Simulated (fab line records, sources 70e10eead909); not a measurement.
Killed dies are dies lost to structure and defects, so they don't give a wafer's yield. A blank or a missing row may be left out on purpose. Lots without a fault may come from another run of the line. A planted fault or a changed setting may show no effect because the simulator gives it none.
fab line records | flow nand_harc
record lots=21 wafers=63 last_day=25
route steps=1159 shown A_STAIRCASE@621
lots that met no fault: from a run of the same line without faults
start_h: hours from the record's first day to the start of the lot's first wafer shown | wait_h: hours since the lot's step before | " the same as in the row above | L1.1+2: a row that stands for several wafers | - no value, or no start given | * or withheld: withheld | < > ~ a bound
route shown NAME@n: a module of which the file shows steps, and the number in the route of the first | usual: mean/standard deviation of fault-free wafers | same: alike in all rows | chamber/n: place in a boat | sites: the reading at each site | _std_site: their standard deviation | _edge_site: outer sites' mean less inner sites' | radius_mm: how far each site lies from the wafer's centre | mask NAME#n: copy n | behind: the tool/chamber that last shaped the wafer | hold: why the lot was held/for how many hours/how that ended | device: the transistor (n, p or np) that didn't switch | end of line: the same wafers' tests at the end of the route | a step without rows: its recipe alone | killed: dies lost to structure and defects at the first sort, not the wafer's yield | map: a wafer's dies, x killed, . not, _ none there
set.NAME: the setting as run; set.NAME@STEP: as run at that earlier step | model.NAME: the simulator's own value behind a step, which no gauge read
steps of the route over a sample of lots; a table a step, a row a wafer
services: from which hour (start_h, from the record's first day; less than 0 if before it) a tool's chamber was out of use, for how many hours, and why
## steps
# step NHARC_A_STAIRCASE_ETCH_227
# recipe target_depth_a=1000 time_s=40.5 ion_energy_ev=400 c4f8_flow_sccm=20 o2_flow_sccm=10 ar_flow_sccm=withheld rf_w=600 bias_w=1000 chemistry=C4F8/O2
# usual chamber_pressure_mTorr=25.000/0.022 oes_product_au=0.940/0.0095 rf_fwd_power_W=591.7/3 rf_vpp_V=895/6.2
# columns lot.wafer tool chamber start_h wait_h chamber_pressure_mTorr oes_product_au rf_fwd_power_W rf_hours_counter_h rf_vpp_V
L074.3 rie_diel-04 2 - - 25.010 0.955 590.3 49 905
L074.4 " 0 " " 24.974 0.944 597.0 46 900
L074.5 " 2 " " 24.997 0.955 589.5 - 903
L076.2 rie_diel-06 2 - - 24.977 0.946 590.2 1 887
L076.3 " 3 " " 25.031 0.951 595.5 1 899
L076.6 " 3 " " 24.983 0.958 593.2 - 902
L075.2 rie_diel-06 0 - - 25.021 0.932 590.2 1 888
L075.4 " 2 " " 24.994 0.937 589.0 1 891
L075.5 " 3 " " 25.012 0.951 590.7 - 901
L077.1 rie_diel-04 2 - - 25.016 0.945 592.3 55 904
L077.4 " 0 " " 24.996 0.940 594.7 53 901
L077.5 " 2 " " 24.983 0.946 593.1 - 904
L079.4 rie_diel-05 2 - - 24.999 0.934 596.7 34 895
L079.1 " 3 " " 25.001 0.942 593.9 38 905
L079.5 " 0 " " 24.979 0.922 594.6 - 888
L078.1 rie_diel-06 3 - - 24.972 0.935 591.4 8 901
L078.3 " 1 " " 25.011 0.923 593.5 10 890
L078.4 " 2 " " 24.995 0.936 589.5 9 890
L080.2 rie_diel-05 0 - - 25.003 0.949 595.0 43 889
L080.5 " 1 " " 24.973 0.946 594.0 - 888
L080.6 " 2 " " 24.957 0.938 592.0 - 894
L081.4 rie_diel-05 2 - - 24.965 0.932 594.1 43 895
L081.2 " 3 " " 25.018 0.933 591.8 47 905
L081.6 " 3 " " 24.988 0.943 591.2 - 904
L084.1 rie_diel-06 3 - - 24.967 0.945 591.7 17 900
L084.3 " 0 " " 24.975 0.930 587.1 18 886
L084.4 " 2 " " 24.992 0.928 588.2 17 889
L082.2 rie_diel-05 3 - - 24.978 0.947 588.6 51 905
L082.1 " 2 " " 24.989 0.950 595.1 47 894
L082.6 " 0 " " 25.021 0.948 592.2 - 889
L083.3 rie_diel-06 2 - - 24.983 0.938 588.8 19 889
L083.4 " 3 " " 25.033 0.952 592.6 18 900
L083.5 " 1 " " 25.051 0.952 591.0 - 887
L088.1 rie_diel-06 3 - - 24.975 0.941 595.2 24 901
L088.3 " 0 " " 25.028 0.933 586.5 25 886
L088.6 " 2 " " 24.990 0.940 587.4 - 888
L087.2 rie_diel-06 2 - - 25.035 0.929 589.2 28 888
L087.4 " 0 " " 24.993 0.934 587.5 27 888
L087.5 " 3 " " 25.047 0.945 597.0 - 898
L085.2 rie_diel-04 0 - - 24.982 0.929 593.3 14 898
L085.3 " 1 " " 25.011 0.927 583.9 13 895
L085.1 " 3 " " 25.018 0.920 593.6 14 900
L091.3 rie_diel-05 1 - - 25.008 0.928 590.7 69 889
L091.4 " 2 " " 24.970 0.943 597.1 64 895
L091.5 " 0 " " 24.979 0.934 593.8 - 888
L090.4 rie_diel-04 0 - - 24.963 0.936 595.0 18 899
L090.1 " 2 " " 24.982 0.940 589.7 8 905
L090.5 " 3 " " 25.024 0.929 596.0 - 899
L092.3 rie_diel-06 1 - - 24.989 0.941 592.6 41 888
L092.5 " 2 " " 24.971 0.932 592.9 - 888
L092.6 " 3 " " 24.983 0.959 593.7 - 900
L093.1 rie_diel-04 2 - - 24.988 0.946 588.7 15 906
L093.3 " 0 " " 25.007 0.941 595.7 25 899
L093.5 " 2 " " 25.004 0.938 588.6 - 904
L094.1 rie_diel-05 1 - - 25.011 0.944 590.0 5 889
L094.3 " 2 " " 24.984 0.932 597.7 4 894
L094.6 " 2 " " 25.020 0.930 596.7 - 895
L097.2 rie_diel-05 2 - - 25.003 0.921 594.6 8 895
L097.1 " 0 " " 24.999 0.941 593.6 9 889
L097.6 " 2 " " 24.965 0.926 594.5 - 893
L096.4 rie_diel-04 3 - - 24.965 0.933 594.8 36 900
L096.2 " 0 " " 24.962 0.944 593.9 35 898
L096.5 " 0 " " 25.027 0.943 596.1 - 898
# step NHARC_A_STAIRCASE_TRIM_229
# recipe time_s=211.2 o2_flow_sccm=500 ar_flow_sccm=0 bias_w=0 chemistry=O2
# usual chamber_pressure_mTorr=60.01/0.062 drypump_motor_current_A=5.69/0.19 oes_product_au=0.996/0.0094 rf_vpp_V=57.9/0.91 showerhead_plenum_p_Torr=3.53/0.16 throttle_valve_pct=17.038/0.0089
# columns lot.wafer tool chamber start_h wait_h chamber_pressure_mTorr drypump_motor_current_A oes_product_au rf_hours_counter_h rf_vpp_V showerhead_plenum_p_Torr throttle_valve_pct
L074.3 rie_diel-04 1 248.16 0.1 60.04 5.48 0.998 47 57.9 3.49 17.045
L074.4 " 2 " " 59.92 5.61 1.004 49 57.3 3.78 17.043
L074.5 " 3 " " 59.95 5.97 0.981 - 57.7 3.65 17.041
L076.3 rie_diel-05 1 254.23 0.1 60.04 5.75 0.993 36 57.8 3.37 17.033
L076.2 " 2 " " 59.99 5.35 1.001 29 57.7 3.51 17.034
L076.6 " 2 " " 60.01 5.37 1.002 - 56.8 3.51 17.047
L075.2 rie_diel-05 3 255.50 0.1 60.01 5.77 1.009 34 57.5 3.79 17.036
L075.4 " 0 " " 60.06 5.75 1.008 34 56.7 3.33 17.045
L075.5 " 2 " " 59.98 5.34 1.000 - 58.1 3.51 17.033
L077.1 rie_diel-04 2 261.65 0.1 60.04 5.63 1.006 55 56.6 3.78 17.031
L077.4 " 3 " " 59.95 5.97 0.992 53 58.1 3.64 17.047
L077.5 " 1 " " 60.10 5.48 0.995 - 58.0 3.49 17.038
L079.4 rie_diel-06 2 261.79 0.1 60.02 5.71 0.987 6 56.9 3.34 17.053
L079.1 " 3 " " 59.97 5.75 1.016 5 58.8 3.65 17.040
L079.5 " 3 " " 59.95 5.76 1.003 - 57.5 3.65 17.020
L078.3 rie_diel-05 1 269.19 0.1 59.87 5.73 0.972 43 56.1 3.36 17.041
L078.1 " 2 " " 60.07 5.35 0.990 36 57.4 3.50 17.043
L078.4 " 0 " " 60.08 5.70 0.985 42 58.5 3.33 17.032
L080.2 rie_diel-05 3 275.50 0.1 60.08 5.81 0.994 42 60.0 3.78 17.015
L080.5 " 3 " " 60.11 5.80 0.987 - 59.3 3.78 17.030
L080.6 " 0 " " 60.06 5.73 0.991 - 56.9 3.33 17.050
L081.2 rie_diel-04 3 288.48 0.1 59.96 5.96 0.997 61 57.6 3.64 17.040
L081.6 " 1 " " 60.05 5.53 0.982 - 58.2 3.48 17.050
L081.4 " 3 " " 60.01 6.01 0.988 - 57.2 3.64 17.050
L084.3 rie_diel-05 1 296.84 0.1 60.15 5.74 0.993 52 59.0 3.36 17.043
L084.4 " 2 " " 59.99 5.36 1.000 47 58.0 3.50 17.024
L084.1 " 3 " " 59.94 5.80 1.012 50 58.4 3.78 17.036
L082.2 rie_diel-05 1 298.38 0.1 60.07 5.73 0.988 53 58.2 3.36 17.052
L082.1 " 0 " " 59.94 5.72 0.998 51 57.7 3.32 17.047
L082.6 " 1 " " 59.92 5.73 0.985 - 57.3 3.36 17.031
L083.4 rie_diel-05 1 303.22 0.1 60.01 5.74 0.991 54 56.9 3.36 17.036
L083.3 " 0 " " 60.09 5.72 1.000 52 57.9 3.32 17.056
L083.5 " 2 " " 59.87 5.34 0.998 - 59.5 3.50 17.025
L088.1 rie_diel-04 1 317.48 0.1 60.04 5.51 0.987 7 57.2 3.48 17.041
L088.3 " 3 " " 59.88 6.00 0.999 8 57.1 3.64 17.027
L088.6 " 1 " " 60.00 5.51 0.997 - 57.9 3.48 17.047
L087.4 rie_diel-05 3 322.13 0.1 60.05 5.81 0.996 60 60.4 3.77 17.036
L087.2 " 0 " " 60.01 5.73 0.997 61 56.7 3.32 17.037
L087.5 " 3 " " 60.08 5.78 0.997 - 58.7 3.77 17.044
L085.1 rie_diel-04 2 330.15 0.1 59.99 5.63 1.011 4 58.3 3.77 17.037
L085.2 " 3 " " 60.02 5.97 0.987 14 58.8 3.63 17.045
L085.3 " 0 " " 60.09 5.73 0.994 14 58.6 3.61 17.035
L091.4 rie_diel-04 1 340.79 0.2 60.06 5.47 0.995 16 56.8 3.47 17.026
L091.3 " 2 " " 60.02 5.64 1.012 8 58.7 3.77 17.047
L091.5 " 0 " " 60.11 5.70 0.992 - 59.0 3.61 17.027
L090.4 rie_diel-04 2 341.37 0.1 60.04 5.62 1.007 9 57.6 3.77 17.036
L090.1 " 3 " " 59.91 5.93 0.981 18 58.1 3.63 17.035
L090.5 " 2 " " 60.09 5.61 1.009 - 58.6 3.77 17.044
L092.3 rie_diel-06 3 357.03 0.1 59.99 5.74 1.015 40 57.1 3.63 17.026
L092.6 " 3 " " 59.92 5.75 1.008 - 58.0 3.63 17.036
L092.5 " 0 " " 59.99 5.59 0.997 - 57.5 3.29 17.050
L093.3 rie_diel-04 0 357.16 0.1 60.00 5.71 0.998 25 58.1 3.61 17.030
L093.1 " 1 " " 60.01 5.50 1.005 23 57.9 3.47 17.037
L093.5 " 3 " " 59.92 6.00 0.991 - 58.3 3.63 17.041
L094.1 rie_diel-05 1 361.36 0.1 60.03 5.73 0.996 5 58.5 3.35 17.026
L094.3 " 0 " " 59.95 5.73 1.008 6 59.0 3.31 17.042
L094.6 " 2 " " 60.06 5.35 0.990 - 58.5 3.48 17.050
L097.2 rie_diel-04 0 376.49 0.1 60.02 5.73 0.989 28 57.8 3.61 17.022
L097.1 " 3 " " 60.01 5.98 0.986 29 58.5 3.62 17.037
L097.6 " 1 " " 60.04 5.51 0.998 - 57.0 3.47 17.025
L096.2 rie_diel-04 1 389.63 0.1 60.03 5.48 0.992 32 58.7 3.47 17.028
L096.4 " 2 " " 59.93 5.63 0.995 25 59.1 3.76 17.048
L096.5 " 2 " " 59.97 5.62 0.995 - 60.0 3.76 17.025
# step NHARC_A_STAIRCASE_DEP_301
# recipe target_thk_a=300 target_thk_nm=30 temp_c=400 pressure_torr=3.5 flow_sccm=200 rf_w=350 material=SiON
# usual heater_power_w=764/110 rf_fwd_power_W=348.0/1.1
# columns lot.wafer tool chamber start_h wait_h heater_power_w rf_fwd_power_W
L074.3 pecvd-04 2 261.07 1.0 699 348.3
L074.5 " 1 " " 695 347.9
L074.4 " 0 " " 864 348.3
L076.3 pecvd-02 2 265.30 1.0 814 347.0
L076.2 " 1 " " 708 349.3
L076.6 " 0 " " 955 349.0
L075.2 pecvd-03 1 266.88 1.3 792 348.5
L075.4 " 2 " " 786 346.9
L075.5 " 1 " " 780 347.8
L077.1 pecvd-02 2 274.21 1.5 861 348.5
L077.5 " 2 " " 850 349.9
L077.4 " 1 " " 592 346.7
L079.1 pecvd-04 0 276.69 1.6 779 347.4
L079.5 " 0 " " 820 344.7
L079.4 " 1 " " 671 348.1
L078.3 pecvd-03 0 283.16 1.1 737 349.2
L078.1 " 1 " " 837 347.8
L078.4 " 1 " " 831 346.7
L080.2 pecvd-04 1 286.61 1.3 673 349.2
L080.5 " 1 " " 679 346.9
L080.6 " 2 " " 660 348.5
L081.2 pecvd-04 1 300.51 1.3 641 348.2
L081.6 " 1 " " 640 347.8
L081.4 " 0 " " 838 347.3
L084.3 pecvd-03 0 310.81 1.1 772 348.3
L084.1 " 1 " " 748 347.0
L084.4 " 2 " " 805 347.0
L082.1 pecvd-04 0 312.47 1.5 777 347.1
L082.2 " 2 " " 752 348.2
L082.6 " 0 " " 771 348.1
L083.3 pecvd-04 1 316.42 1.0 678 348.2
L083.4 " 1 " " 668 347.8
L083.5 " 2 " " 699 347.7
L088.3 pecvd-03 1 329.73 1.0 783 349.3
L088.1 " 2 " " 665 345.4
L088.6 " 2 " " 677 346.3
L087.2 pecvd-02 2 333.65 1.5 885 348.6
L087.4 " 0 " " 936 348.0
L087.5 " 2 " " 862 348.3
L085.2 pecvd-04 1 342.13 1.2 738 349.1
L085.1 " 2 " " 732 347.6
L085.3 " 0 " " 726 346.8
L091.3 pecvd-02 1 351.73 1.0 686 348.1
L091.4 " 2 " " 874 347.2
L091.5 " 1 " " 693 348.0
L090.1 pecvd-04 1 354.02 1.6 700 349.3
L090.4 " 0 " " 840 346.9
L090.5 " 1 " " 715 348.4
L093.1 pecvd-03 0 368.58 1.7 703 349.2
L093.3 " 1 " " 807 349.7
L093.5 " 0 " " 728 349.0
L092.3 pecvd-02 0 370.69 0.9 1013 350.8
L092.5 " 0 " " 997 349.9
L092.6 " 2 " " 841 349.4
L094.3 pecvd-03 0 374.47 1.0 776 349.0
L094.1 " 2 " " 756 347.2
L094.6 " 1 " " 811 346.6
L097.1 pecvd-02 1 388.97 1.6 563 349.3
L097.2 " 2 " " 907 349.8
L097.6 " 1 " " 562 348.0
L096.2 pecvd-03 0 403.27 1.3 644 348.7
L096.5 " 2 " " 718 347.8
L096.4 " 1 " " 802 349.4
# step NHARC_A_STAIRCASE_STRIP_316
# recipe o2_flow_sccm=500 ar_flow_sccm=0 bias_w=0 chemistry=O2
# usual chamber_pressure_mTorr=60.01/0.054 drypump_motor_current_A=5.73/0.21 oes_product_au=0.998/0.0084 rf_vpp_V=57.7/0.85 showerhead_plenum_p_Torr=3.48/0.17 throttle_valve_pct=17.036/0.0086
# columns lot.wafer tool chamber start_h wait_h chamber_pressure_mTorr drypump_motor_current_A oes_product_au rf_hours_counter_h rf_vpp_V showerhead_plenum_p_Torr throttle_valve_pct
L074.3 rie_diel-06 2 - - 59.98 5.69 0.998 7 57.9 3.34 17.048
L074.4 " 0 " " 60.04 5.57 1.002 7 58.5 3.31 17.038
L074.5 " 1 " " 59.92 6.22 0.999 - 58.5 3.34 17.042
L076.2 rie_diel-06 2 - - 59.92 5.71 0.997 8 56.8 3.34 17.032
L076.3 " 0 " " 59.99 5.60 1.004 8 57.0 3.30 17.029
L076.6 " 1 " " 60.00 6.23 1.001 - 57.3 3.34 17.029
L075.2 rie_diel-06 1 - - 60.01 6.25 1.004 10 55.7 3.34 17.038
L075.4 " 3 " " 60.05 5.74 1.013 8 58.3 3.65 17.044
L075.5 " 1 " " 60.06 6.23 1.000 - 58.0 3.34 17.031
L077.4 rie_diel-06 0 - - 59.99 5.61 1.008 11 57.2 3.30 17.024
L077.1 " 1 " " 60.02 6.27 1.003 12 57.5 3.34 17.009
L077.5 " 1 " " 60.05 6.21 0.997 - 56.4 3.34 17.023
L079.1 rie_diel-05 3 - - 59.93 5.79 1.006 43 58.6 3.78 17.042
L079.4 " 0 " " 60.06 5.75 1.002 44 56.8 3.33 17.045
L079.5 " 3 " " 60.02 5.78 1.006 - 57.2 3.78 17.038
L078.1 rie_diel-06 0 - - 60.08 5.59 0.993 14 56.6 3.30 17.040
L078.3 " 1 " " 60.04 6.20 1.001 15 57.9 3.34 17.038
L078.4 " 3 " " 59.93 5.76 1.004 12 55.2 3.64 17.048
L080.2 rie_diel-05 2 - - 60.04 5.37 0.995 43 58.4 3.50 17.039
L080.5 " 0 " " 59.95 5.71 0.999 - 57.9 3.33 17.033
L080.6 " 1 " " 59.96 5.73 0.985 - 57.0 3.36 17.032
L081.2 rie_diel-05 0 - - 60.14 5.72 0.999 52 56.9 3.32 17.030
L081.4 " 1 " " 60.02 5.76 0.992 54 57.3 3.36 17.042
L081.6 " 1 " " 60.10 5.73 0.989 - 57.0 3.36 17.032
L084.1 rie_diel-05 2 - - 60.01 5.34 1.005 54 58.4 3.49 17.031
L084.4 " 3 " " 60.06 5.79 1.004 56 57.7 3.78 17.034
L084.3 " 0 " " 60.04 5.73 1.003 57 58.2 3.32 17.038
L082.2 rie_diel-06 0 - - 59.95 5.59 0.987 23 58.9 3.30 17.030
L082.1 " 1 " " 59.94 6.27 0.994 24 58.1 3.33 17.040
L082.6 " 3 " " 59.95 5.78 0.994 - 57.9 3.64 17.031
L083.3 rie_diel-05 0 - - 59.98 5.71 1.003 59 56.9 3.32 17.040
L083.4 " 2 " " 60.07 5.33 0.994 56 59.6 3.49 17.042
L083.5 " 0 " " 59.98 5.73 1.007 - 56.8 3.32 17.044
L088.1 rie_diel-05 1 - - 59.94 5.74 0.981 65 57.3 3.35 17.039
L088.3 " 2 " " 59.94 5.35 0.999 60 58.7 3.49 17.043
L088.6 " 0 " " 59.96 5.72 1.002 - 57.9 3.32 17.048
L087.2 rie_diel-05 3 - - 60.00 5.79 1.014 65 58.2 3.77 17.051
L087.4 " 1 " " 60.06 5.73 0.994 68 57.6 3.35 17.054
L087.5 " 0 " " 60.07 5.72 0.996 - 58.2 3.32 17.041
L085.3 rie_diel-06 3 - - 60.08 5.76 1.002 35 59.1 3.63 17.051
L085.2 " 0 " " 59.97 5.59 0.998 35 57.3 3.29 17.038
L085.1 " 2 " " 59.93 5.70 0.992 36 58.8 3.33 17.036
L091.3 rie_diel-05 0 - - 60.00 5.73 0.994 2 58.2 3.31 17.044
L091.4 " 2 " " 59.90 5.37 0.979 2 56.9 3.49 17.030
L091.5 " 3 " " 59.95 5.82 1.006 - 58.7 3.77 17.034
L090.4 rie_diel-05 0 - - 59.95 5.71 1.009 4 56.1 3.31 17.031
L090.1 " 3 " " 59.96 5.79 1.011 4 57.6 3.77 17.034
L090.5 " 1 " " 60.00 5.75 1.002 - 57.6 3.35 17.043
L093.1 rie_diel-04 2 - - 60.09 5.64 1.003 17 57.3 3.76 17.029
L093.3 " 0 " " 60.08 5.70 0.991 27 59.0 3.61 17.035
L093.5 " 2 " " 60.00 5.63 1.000 - 57.9 3.76 17.044
L092.3 rie_diel-05 0 - - 60.05 5.71 0.997 8 57.3 3.31 17.015
L092.5 " 1 " " 60.02 5.73 1.005 - 57.7 3.34 17.040
L092.6 " 2 " " 60.01 5.36 0.986 - 58.6 3.48 17.016
L094.3 rie_diel-04 1 - - 60.07 5.50 0.995 26 58.1 3.47 17.052
L094.1 " 2 " " 60.10 5.65 0.998 18 58.2 3.76 17.030
L094.6 " 0 " " 59.90 5.70 1.003 - 56.4 3.61 17.023
L097.2 rie_diel-05 1 - - 60.00 5.76 1.004 16 57.3 3.34 17.017
L097.1 " 2 " " 60.06 5.34 0.987 14 56.5 3.48 17.040
L097.6 " 1 " " 59.99 5.73 0.991 - 58.6 3.34 17.048
L096.4 rie_diel-04 1 - - 59.98 5.52 0.994 39 57.0 3.46 17.045
L096.2 " 2 " " 60.02 5.63 0.995 32 58.1 3.75 17.042
L096.5 " 3 " " 60.06 5.98 0.989 - 57.8 3.62 17.029
# step NHARC_A_STAIRCASE_STRIP_446
# recipe power_w=1500 temp_c=250 chemistry=O2
# usual drypump_motor_current_A=5.77/0.052 heater_power_w=332/29 temp_c=249.98/0.17
# columns lot.wafer tool chamber start_h wait_h drypump_motor_current_A heater_power_w rf_hours_counter_h temp_c
L074.4 plasma_asher-02 0 307.13 0.8 5.82 298 - 249.92
L074.3 " 1 " " 5.75 361 - 250.18
L074.5 " 1 " " 5.74 365 - 250.50
L076.2 plasma_asher-02 0 307.32 0.5 5.83 297 38 249.98
L076.3 " 0 " " 5.83 289 - 249.99
L076.6 " 1 " " 5.73 354 - 249.99
L075.2 plasma_asher-01 1 307.36 0.8 5.76 317 8 249.87
L075.4 " 0 " " 5.73 368 - 249.95
L075.5 " 1 " " 5.76 320 - 249.95
L079.1 plasma_asher-02 0 321.46 0.0 5.83 298 42 249.54
L079.4 " 0 " " 5.84 293 - 249.96
L079.5 " 0 " " 5.84 299 - 250.00
L077.1 plasma_asher-02 0 322.15 0.1 5.87 287 42 250.06
L077.4 " 1 " " 5.73 357 - 249.91
L077.5 " 1 " " 5.74 357 - 249.81
L078.1 plasma_asher-02 0 328.93 0.1 5.83 291 44 250.05
L078.4 " 1 " " 5.74 358 - 249.82
L078.3 " 0 " " 5.85 294 - 250.03
L080.2 plasma_asher-02 0 337.52 0.3 5.82 299 47 250.04
L080.6 " 1 " " 5.74 364 - 250.26
L080.5 " 0 " " 5.82 300 - 250.07
L081.2 plasma_asher-01 1 346.78 0.1 5.77 311 19 249.98
L081.4 " 1 " " 5.77 311 - 249.87
L081.6 " 1 " " 5.77 307 - 249.95
L084.1 plasma_asher-01 0 356.72 0.0 5.70 371 22 249.90
L084.3 " 0 " " 5.67 367 - 250.14
L084.4 " 1 " " 5.76 305 - 250.25
L082.2 plasma_asher-02 0 356.74 0.0 5.80 303 54 249.87
L082.1 " 1 " " 5.71 364 54 250.18
L082.6 " 1 " " 5.73 357 - 250.28
L083.4 plasma_asher-02 0 357.12 0.2 5.85 296 - 250.00
L083.3 " 1 " " 5.73 362 - 250.17
L083.5 " 1 " " 5.74 353 - 249.91
L087.2 plasma_asher-02 1 378.54 0.1 5.73 364 2 249.86
L087.4 " 0 " " 5.85 314 - 250.18
L087.5 " 1 " " 5.73 346 - 249.99
L088.1 plasma_asher-02 0 379.13 0.1 5.84 309 2 250.08
L088.3 " 1 " " 5.73 360 - 249.75
L088.6 " 1 " " 5.73 364 - 249.93
L085.1 plasma_asher-01 0 388.78 0.0 5.71 374 35 250.24
L085.2 " 1 " " 5.77 311 35 250.26
L085.3 " 1 " " 5.77 313 - 250.10
L090.1 plasma_asher-01 1 401.20 0.1 5.73 309 39 250.15
L090.4 " 1 " " 5.76 318 - 250.17
L090.5 " 0 " " 5.72 360 - 250.05
L091.4 plasma_asher-02 1 401.36 0.1 5.71 357 - 249.99
L091.3 " 0 " " 5.82 306 - 250.14
L091.5 " 0 " " 5.84 298 - 250.35
L093.1 plasma_asher-02 1 416.97 0.1 5.72 358 18 249.78
L093.3 " 0 " " 5.83 304 - 250.04
L093.5 " 1 " " 5.73 360 - 249.72
L092.3 plasma_asher-02 0 417.34 0.3 5.85 307 - 249.91
L092.5 " 1 " " 5.73 356 - 250.08
L092.6 " 0 " " 5.83 304 - 250.11
L094.1 plasma_asher-01 1 424.46 0.0 5.74 311 47 249.85
L094.3 " 0 " " 5.76 364 - 249.86
L094.6 " 1 " " 5.76 309 - 250.29
L097.2 plasma_asher-02 1 443.19 0.0 5.75 355 27 250.00
L097.1 " 0 " " 5.85 307 27 249.77
L097.6 " 1 " " 5.76 355 - 249.91
L096.2 plasma_asher-02 0 453.82 0.3 5.86 302 31 250.25
L096.4 " 0 " " 5.86 305 - 250.09
L096.5 " 0 " " 5.83 311 - 250.02
# step NHARC_A_STAIRCASE_STRIP_475
# recipe time_s=20 o2_flow_sccm=500 ar_flow_sccm=0 bias_w=0 chemistry=O2
# usual chamber_pressure_mTorr=60.01/0.055 drypump_motor_current_A=5.73/0.22 oes_product_au=0.999/0.0095 rf_vpp_V=57.6/0.98 showerhead_plenum_p_Torr=3.47/0.17 throttle_valve_pct=17.036/0.0087
# columns lot.wafer tool chamber start_h wait_h chamber_pressure_mTorr drypump_motor_current_A oes_product_au rf_hours_counter_h rf_vpp_V showerhead_plenum_p_Torr throttle_valve_pct
L074.3 rie_diel-05 0 - - 59.99 5.71 0.997 55 57.0 3.32 17.037
L074.4 " 1 " " 59.92 5.74 0.991 58 58.0 3.35 17.032
L074.5 " 3 " " 60.07 5.80 1.013 - 58.1 3.78 17.039
L075.4 rie_diel-05 0 - - 60.03 5.74 0.994 55 59.2 3.32 17.033
L075.2 " 3 " " 60.02 5.79 1.014 55 56.7 3.78 17.031
L075.5 " 1 " " 60.08 5.74 0.995 - 58.1 3.35 17.037
L076.3 rie_diel-04 1 309.34 0.1 60.00 5.50 0.990 4 57.2 3.48 17.034
L076.2 " 0 " " 60.04 5.76 0.997 5 58.6 3.62 17.054
L076.6 " 0 " " 59.96 5.75 0.997 - 57.5 3.62 17.040
L079.1 rie_diel-04 3 323.41 0.2 60.08 5.99 0.987 10 57.3 3.63 17.029
L079.4 " 3 " " 60.03 5.97 0.983 - 57.8 3.63 17.032
L079.5 " 1 " " 59.95 5.50 0.994 - 57.7 3.48 17.041
L077.1 rie_diel-05 0 - - 59.97 5.72 0.995 61 56.3 3.32 17.034
L077.4 " 1 " " 60.04 5.74 0.990 63 57.7 3.35 17.037
L077.5 " 3 " " 59.97 5.79 1.011 - 57.0 3.77 17.039
L078.4 rie_diel-06 1 - - 59.98 6.25 1.006 32 58.5 3.33 17.038
L078.3 " 2 " " 60.04 5.70 0.999 32 56.7 3.33 17.020
L078.1 " 0 " " 60.00 5.61 1.005 31 58.8 3.29 17.041
L080.2 rie_diel-04 1 - - 60.02 5.52 0.990 16 57.4 3.47 17.057
L080.6 " 1 " " 59.97 5.49 1.000 - 57.9 3.47 17.048
L080.5 " 2 " " 59.99 5.64 1.011 - 57.8 3.77 17.039
L081.4 rie_diel-06 0 - - 60.02 5.60 1.009 36 57.0 3.29 17.028
L081.2 " 1 " " 59.94 6.23 1.007 38 57.5 3.33 17.031
L081.6 " 3 " " 60.00 5.75 1.011 - 59.1 3.63 17.042
L084.1 rie_diel-06 2 - - 60.15 5.71 0.985 43 57.0 3.32 17.039
L084.3 " 3 " " 60.06 5.77 1.007 42 57.1 3.63 17.039
L084.4 " 0 " " 59.95 5.59 0.994 41 57.7 3.29 17.029
L082.2 rie_diel-04 1 - - 59.99 5.48 0.991 23 56.9 3.47 17.027
L082.1 " 0 " " 60.07 5.76 0.999 26 59.0 3.61 17.039
L082.6 " 1 " " 60.01 5.49 0.994 - 57.9 3.47 17.017
L083.3 rie_diel-05 3 - - 59.97 5.79 1.012 5 58.1 3.77 17.041
L083.4 " 0 " " 59.96 5.70 0.998 5 58.4 3.31 17.018
L083.5 " 2 " " 60.11 5.34 0.976 - 56.8 3.49 17.035
L087.2 rie_diel-05 3 - - 59.96 5.79 1.005 9 59.0 3.76 17.035
L087.4 " 2 " " 60.04 5.36 0.985 9 57.4 3.48 17.019
L087.5 " 0 " " 59.94 5.72 1.012 - 57.9 3.31 17.030
L088.3 rie_diel-05 0 - - 60.09 5.72 0.997 12 56.8 3.31 17.034
L088.1 " 1 " " 59.99 5.75 0.995 12 57.7 3.34 17.029
L088.6 " 0 " " 59.98 5.72 1.005 - 57.2 3.31 17.022
L085.3 rie_diel-06 3 - - 59.97 5.75 1.004 54 57.0 3.62 17.052
L085.1 " 1 " " 60.06 6.22 0.996 54 58.1 3.32 17.039
L085.2 " 2 " " 60.05 5.71 0.991 56 57.3 3.31 17.044
L090.4 rie_diel-06 3 - - 59.99 5.75 1.001 58 57.8 3.62 17.032
L090.1 " 0 " " 60.03 5.60 1.004 56 56.7 3.28 17.035
L090.5 " 2 " " 60.05 5.70 0.995 - 57.0 3.31 17.030
L091.4 rie_diel-06 3 - - 59.97 5.77 1.005 58 59.3 3.62 17.024
L091.3 " 1 " " 60.03 6.21 0.994 58 56.1 3.32 17.030
L091.5 " 3 " " 59.97 5.76 1.007 - 56.6 3.62 17.057
L093.3 rie_diel-06 3 - - 60.01 5.76 1.014 63 57.3 3.61 17.032
L093.1 " 0 " " 60.03 5.61 1.019 61 56.0 3.28 17.033
L093.5 " 1 " " 60.06 6.22 1.009 - 58.3 3.31 17.038
L092.3 rie_diel-06 3 - - 59.96 5.75 1.005 63 58.1 3.61 17.045
L092.5 " 1 " " 60.05 6.22 0.995 - 57.0 3.31 17.033
L092.6 " 2 " " 60.02 5.71 0.992 - 56.5 3.31 17.042
L094.3 rie_diel-05 1 - - 59.97 5.75 1.008 29 58.0 3.33 17.033
L094.1 " 2 " " 60.00 5.34 0.981 28 57.3 3.47 17.051
L094.6 " 3 " " 60.06 5.80 1.007 - 59.3 3.75 17.041
L097.2 rie_diel-06 0 - - 60.00 5.59 1.000 6 59.1 3.80 17.032
L097.1 " 2 " " 60.00 5.71 1.004 8 57.1 3.31 17.033
L097.6 " 3 " " 59.93 5.75 0.994 - 58.1 3.61 17.048
L096.2 rie_diel-05 3 - - 60.11 5.80 1.021 38 58.3 3.75 17.021
L096.4 " 1 " " 60.04 5.77 1.020 43 56.6 3.33 17.043
L096.5 " 3 " " 60.01 5.80 1.018 - 58.2 3.75 17.037
## services
# columns tool chamber start_h hours kind
pecvd-03 0 226.21 5.2 repair
rie_diel-06 - 242.80 9.0 pm
rie_diel-05 0 246.36 - clean
rie_diel-05 1 246.36 - clean
rie_diel-05 2 246.36 - clean
rie_diel-05 3 246.36 - clean
pecvd-04 - 269.95 1.4 repair
rie_diel-05 0 270.88 - clean
rie_diel-04 - 275.37 1.1 repair
plasma_asher-01 - 276.00 9.0 pm
plasma_asher-02 - 281.44 0.5 repair
rie_diel-04 - 289.03 9.0 pm
pecvd-03 - 292.31 13.0 pm
rie_diel-06 0 298.58 3.3 repair
rie_diel-04 2 307.44 18.4 repair
pecvd-02 - 334.00 13.0 pm
plasma_asher-01 - 336.53 1.8 repair
rie_diel-05 - 340.60 9.0 pm
plasma_asher-02 - 360.67 9.0 pm
pecvd-04 - 376.32 13.0 pm
plasma_asher-01 - 381.93 6.6 repair
rie_diel-04 3 419.08 20.6 repair
rie_diel-06 - 419.80 9.0 pm
plasma_asher-01 - 453.36 9.0 pm
## key
fault none
